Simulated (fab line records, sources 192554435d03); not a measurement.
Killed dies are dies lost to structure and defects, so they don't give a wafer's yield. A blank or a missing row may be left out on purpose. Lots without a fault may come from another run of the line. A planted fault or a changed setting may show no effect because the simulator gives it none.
Chamber matching | flow n5_finfet | N5_GATE_CUT_HM_OPEN_40 on rie_diel-01: 4 sister chambers
The step chemistry C4F6/O2, target SiO2, target depth 139 nm, time 85.1 s. 8 wafers are shown with their chamber, then 9 later ones without.

WAFERS WITH THEIR CHAMBER
wafer  | chamber | drypump_motor_current_A (A) | throttle_valve_pct (%)
L076.5 | 1       | 6.1                         | 20.73
L077.3 | 0       | 6.1                         | 21.41
L084.2 | 2       | 5.1                         | 20.67
L084.4 | 1       | 6.2                         | 20.75
L084.5 | 3       | 6.4                         | 21.07
L085.1 | 2       | 5.1                         | 20.68
L085.3 | 0       | 6.1                         | 21.41
L085.6 | 3       | 6.4                         | 21.09

WAFERS WITHOUT THEIR CHAMBER
wafer  | drypump_motor_current_A (A) | throttle_valve_pct (%)
L089.1 | 5.1                         | 20.69
L089.3 | 6.1                         | 21.42
L089.4 | 6.4                         | 21.08
L096.1 | 5.1                         | 20.71
L096.2 | 6.3                         | 21.09
L096.4 | 5.1                         | 20.70
L097.3 | 5.2                         | 20.73
L097.5 | 5.1                         | 20.72
L097.6 | 6.2                         | 20.78

WHICH CHAMBER EACH WENT THROUGH
wafer  | from the rows above | in truth
L089.1 | 2                   | 2
L089.3 | 0                   | 0
L089.4 | 3                   | 3
L096.1 | 2                   | 2
L096.2 | 3                   | 3
L096.4 | 2                   | 2
L097.3 | 2                   | 2
L097.5 | 2                   | 2
L097.6 | 1                   | 1
Placed correctly: 9 of 9. Can't be placed from these rows: 0. Placed wrongly: 0.
How it was worked out, from the rows above alone: a wafer's distance from a chamber is the root of the sum, over the readings, of the square of ((its reading less the chamber's mean) divided by the reading's scatter). The wafer belongs to the nearest chamber; if the next one is less than 2 further off, it can't be placed. A chamber's mean is the mean of its shown wafers. The scatter: the root of (the sum of the squares of (reading less its chamber's mean) over the shown wafers, divided by (wafers less chambers)).
